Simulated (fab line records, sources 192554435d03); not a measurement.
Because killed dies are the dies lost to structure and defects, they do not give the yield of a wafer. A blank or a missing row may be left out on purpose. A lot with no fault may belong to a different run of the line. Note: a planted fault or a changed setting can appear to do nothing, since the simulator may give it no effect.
Struck lot and sound lot, side by side || flow n5-finfet || 14 out of 1938 route steps
Sound: these wafers, L762.2, L762.5, L762.6. Struck: wafers L774.2, L774.6 (left out: L774.4, a lot-mate that was not struck); the cause follows at the end.
Per side, at each step with rows, come the tool, then ch with its chambers, and then its first start. Under that, the readings that differ: sound wafers || struck wafers || difference of the means || sigmas: that difference in standard deviations of wafers without a fault.
alike: readings with means less than 2 such deviations apart, plus words and numbers identical on both sides. not compared: withheld readings, readings lacking a value on some wafer, bounds such as >300 that could conceal the same value, and numbers that have no deviation in the record and whose values overlap.
The two part at a step that has a row with sigmas, a row that says differs or no value, or rows on one side only. Numbers that don't overlap but have no deviation are shown without sigmas and don't part them. Lack of a reading on every wafer of one side parts them only where that side has two or more wafers.

first, 7 steps without rows for these wafers: N5_BEOL_M9_COAT_60 (time 60 s, resist thk 30 nm); N5_BEOL_M9_COAT_05 (resist thk 90 nm); N5_BEOL_M9_EBR_07; N5_BEOL_M9_SOFTBAKE_06 (time 60 s); N5_BEOL_M9_EXPOSE_08 (exposes mask M9); N5_BEOL_M9_PEB_09 (peb time 60 s); N5_BEOL_M9_DEVELOP_10 (develop time 30 s).
N5_BEOL_M9_CD_MEAS_11 targets a cd of 64.1 nm.
  sound on cd-sem-03 ch 0, day 10 00:48; struck on cd-sem-01 ch 0, day 13 06:37
  alike: cd-nm
N5_BEOL_M9_OVL_MEAS_12:
  sound on overlay-02 ch 0, day 10 00:50; struck on overlay-01 ch 0, day 13 06:38
  alike: M9_OVL
N5_BEOL_M9_INSPECT_13: inspects for defects (brightfield).
  struck on defect-inspect-01, day 13 06:40; sound on defect-inspect-02, day 10 00:51
  alike: raw-defect-count
N5_BEOL_M9_DESCUM_16: chemistry O2, time 7.9 s.
  sound on rie-diel-06 ch 0,1,3, day 10 00:53; struck on rie-diel-06 ch 0,2, day 13 07:20
  alike: drypump-motor-current-A, oes-product-au, rf-vpp-V, showerhead-plenum-p-Torr, throttle-valve-pct
  not compared: rf-hours-counter-h
N5_BEOL_M9_ETCH_61: etches SiARC in CF4, target depth 39 nm, time 65 s.
  sound on rie-diel-06 ch 0,1,3, day 10 00:55; struck on rie-diel-06 ch 0,2, day 13 07:22
  alike: drypump-motor-current-A, etch-rf-on-time-s, oes-product-au, rf-vpp-V, showerhead-plenum-p-Torr, throttle-valve-pct
  not compared: rf-hours-counter-h
N5_BEOL_M9_ETCH_62: etches SOC in N2/H2, target depth 110 nm, overetch 22 nm, time 165 s.
  sound on rie-diel-06 ch 0,1,3, day 10 00:58; struck on rie-diel-06 ch 0,2, day 13 07:25
{"reading": "model.SiARC_of_BEOL_M9_COAT_60.thk-nm (nm)", "sound": "23.6 23.4 23.4", "struck": "24.2 23.8", "difference": "+0.5", "sigmas": ""}
  alike: drypump-motor-current-A, oes-product-au, rf-vpp-V, showerhead-plenum-p-Torr, throttle-valve-pct
  not compared: rf-hours-counter-h
then, 1 step without rows for these wafers: N5_BEOL_M9_STRIP_68 (strips in N2/H2).

## WHERE THEY PART
Nowhere in this record.

WHY: what had been put in by the simulator
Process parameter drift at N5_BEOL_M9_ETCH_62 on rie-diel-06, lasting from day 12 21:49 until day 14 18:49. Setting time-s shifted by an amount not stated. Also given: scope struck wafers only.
